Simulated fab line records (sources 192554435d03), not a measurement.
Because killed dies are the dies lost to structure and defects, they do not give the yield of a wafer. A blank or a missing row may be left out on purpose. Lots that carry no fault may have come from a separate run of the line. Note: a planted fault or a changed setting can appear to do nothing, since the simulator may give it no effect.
2 desks, one fault + flow n5 finfet + every desk sees just its own numbers, and what lay behind them comes last

## AT THE TOOL OWNER'S DESK: rie diel-02
The tool's own readings at N5_BEOL_M4_ETCH_64 (etches SOC in N2/H2, target depth 75 nm, overetch 22.5 nm, time 121.9 s): means of the sampled wafers that have a number, for each lot that ran on this tool. Any lot whose mean is over 4 standard deviations away from the usual mean is out of limits and marked OUT; that distance is given in the brackets.
Columns: A = bias w at N5_BEOL_M4_ETCH_64, usual 150.0 W; B = drypump motor current A at N5_BEOL_M4_ETCH_64, usual 5.7 A; C = oes product au at N5_BEOL_M4_ETCH_64, usual 0.60 a.u.; D = rf vpp V at N5_BEOL_M4_ETCH_64, usual 524.2 V; E = showerhead plenum p Torr at N5_BEOL_M4_ETCH_64, usual 2.56 Torr; F = throttle valve pct at N5_BEOL_M4_ETCH_64, usual 17.88 %
| lot  | first seen here | A               | B   | C    | D               | E    | F     |
|------|-----------------|-----------------|-----|------|-----------------|------|-------|
| L947 | day 8 23:26     | 150.2           | 5.7 | 0.57 | 525.0           | 2.58 | 17.86 |
| L951 | day 9 09:05     | 150.1           | 5.7 | 0.56 | 523.0           | 2.50 | 17.86 |
| L955 | day 12 03:20    | 108.3 (-97) OUT | 5.7 | 0.55 | 426.3 (-34) OUT | 2.49 | 17.90 |
| L956 | day 13 04:52    | 109.1 (-95) OUT | 5.6 | 0.55 | 424.3 (-34) OUT | 2.42 | 17.98 |
This desk finds L955, L956 out of limits, L955 being first, at day 12 03:20 (bias w at N5_BEOL_M4_ETCH_64). Within limits: L947, L951.

## AT THE METROLOGY DESK
Lot by lot, what the gauges showed, no matter which tool ran the lot: averages of those sampled wafers that carry a number. Any lot whose mean is over 4 standard deviations away from the usual mean is out of limits and marked OUT; that distance is given in the brackets. Shown here are 7 of its 11 readings, the ones lying furthest out on some lot.
Columns: A = M4_OVL at N5_BEOL_M4_OVL_MEAS_12, usual -0.7 nm; B = IOFF_P at N5_BEOL_M4_RC_MEAS_101, usual 0.211 nA/um; C = ION_N at N5_BEOL_M4_RC_MEAS_101, usual 672 uA/um; D = ION_P at N5_BEOL_M4_RC_MEAS_101, usual 462 uA/um; E = SS_P at N5_BEOL_M4_RC_MEAS_101, usual 73.3 mV/dec; F = VT_N at N5_BEOL_M4_RC_MEAS_101, usual 249.9 mV; G = VT_P at N5_BEOL_M4_RC_MEAS_101, usual -249.8 mV
| lot  | first seen here | A    | B     | C   | D   | E    | F     | G      |
|------|-----------------|------|-------|-----|-----|------|-------|--------|
| L947 | day 8 23:13     | -1.1 | 0.225 | 674 | 461 | 73.8 | 247.7 | -249.3 |
| L949 | day 9 00:53     | -0.7 | 0.220 | 672 | 463 | 72.5 | 252.1 | -248.3 |
| L951 | day 9 08:54     | -1.0 | 0.188 | 684 | 463 | 73.3 | 249.9 | -251.5 |
| L955 | day 12 03:11    | -1.0 | 0.162 | 667 | 454 | 72.9 | 253.3 | -255.2 |
| L956 | day 13 04:43    | 0.1  | 0.213 | 675 | 465 | 73.2 | 249.3 | -249.5 |
| L960 | day 14 12:38    | 0.1  | 0.234 | 670 | 466 | 73.0 | 249.2 | -245.3 |
| L963 | day 14 19:45    | -0.4 | 0.226 | 688 | 471 | 73.9 | 246.1 | -247.6 |
| L964 | day 14 22:58    | -0.8 | 0.215 | 675 | 461 | 73.5 | 249.6 | -249.2 |
| L961 | day 14 23:54    | -1.1 | 0.214 | 671 | 463 | 73.1 | 248.9 | -247.9 |
This desk's verdict: no lot among the 9 shows anything out of limits.

## PUT TOGETHER
At day 12 03:20, on L955, L956, the tool owner's desk was in a position to raise an alarm.
From the metrology desk's view, nothing was out of limits.
The metrology desk holds a record of L955, L956, inside its limits.
N5_BEOL_M4_ETCH_64 was run on rie diel-02 by each of the lots named.

## WHAT HAD BEEN PUT IN BY THE SIMULATOR
Process parameters drifting: rie diel-02 at N5_BEOL_M4_ETCH_64, beginning at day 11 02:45. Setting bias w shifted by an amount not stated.
Shown lots that were struck: L955, L956.
Hours from the fault's start to each desk's first reading out of limits: the tool owner's desk, 25.
